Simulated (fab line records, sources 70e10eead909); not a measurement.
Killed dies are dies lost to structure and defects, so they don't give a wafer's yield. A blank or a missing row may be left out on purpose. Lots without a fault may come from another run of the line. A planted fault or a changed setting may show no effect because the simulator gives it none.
Chamber matching | flow nand_harc | NHARC_A_CONTACT_DEP_29 on pecvd-04: 3 sister chambers
The step deposits SiON, target thk 100 nm. 18 wafers are shown with their chamber, then 9 later ones without.

WAFERS WITH THEIR CHAMBER
wafer  | chamber | heater_power_w (W) | rf_fwd_power_W (W)
L074.1 | 2       | 544                | 347.1
L074.2 | 0       | 637                | 348.7
L074.5 | 1       | 1031               | 347.5
L077.1 | 1       | 955                | 347.5
L077.4 | 2       | 553                | 349.7
L077.5 | 1       | 932                | 347.6
L078.4 | 1       | 883                | 347.7
L078.5 | 2       | 535                | 348.1
L078.6 | 0       | 627                | 347.8
L081.2 | 2       | 647                | 349.3
L081.3 | 0       | 572                | 350.1
L081.6 | 2       | 626                | 348.0
L083.1 | 0       | 628                | 348.3
L083.2 | 2       | 572                | 346.8
L083.6 | 1       | 920                | 347.5
L086.1 | 1       | 961                | 347.8
L086.5 | 0       | 640                | 348.8
L086.6 | 1       | 983                | 347.6

SIGNATURES (means of the wafers above)
reading        | chamber 0 | chamber 1 | chamber 2 | scatter within a chamber
heater_power_w | 620.80    | 952.14    | 579.50    | 42.7
rf_fwd_power_W | 348.740   | 347.600   | 348.167   | 0.804
Rule: a wafer's distance from a chamber is the root of the sum, over the readings, of the square of ((its reading less the chamber's mean) divided by the reading's scatter). The wafer belongs to the nearest chamber; if the next one is less than 2 further off, it can't be placed. The scatter: the root of (the sum of the squares of (reading less its chamber's mean) over the shown wafers, divided by (wafers less chambers)).

WAFERS WITHOUT THEIR CHAMBER
wafer  | heater_power_w (W) | rf_fwd_power_W (W)
L092.1 | 641                | 348.6
L092.2 | 928                | 349.0
L092.3 | 632                | 348.5
L095.2 | 995                | 348.3
L095.4 | 986                | 347.3
L095.6 | 659                | 348.4
L097.4 | 935                | 348.7
L097.5 | 581                | 347.9
L097.6 | 595                | 348.8

WHICH CHAMBER EACH WENT THROUGH
wafer  | from the rows above     | in truth
L092.1 | can't be placed: 0 or 2 | 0
L092.2 | 1                       | 1
L092.3 | can't be placed: 0 or 2 | 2
L095.2 | 1                       | 1
L095.4 | 1                       | 1
L095.6 | can't be placed: 0 or 2 | 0
L097.4 | 1                       | 1
L097.5 | can't be placed: 2 or 0 | 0
L097.6 | can't be placed: 0 or 2 | 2
Placed correctly: 4 of 9. Can't be placed from these rows: 5 (the true chamber is among the candidates in 5). Placed wrongly: 0.
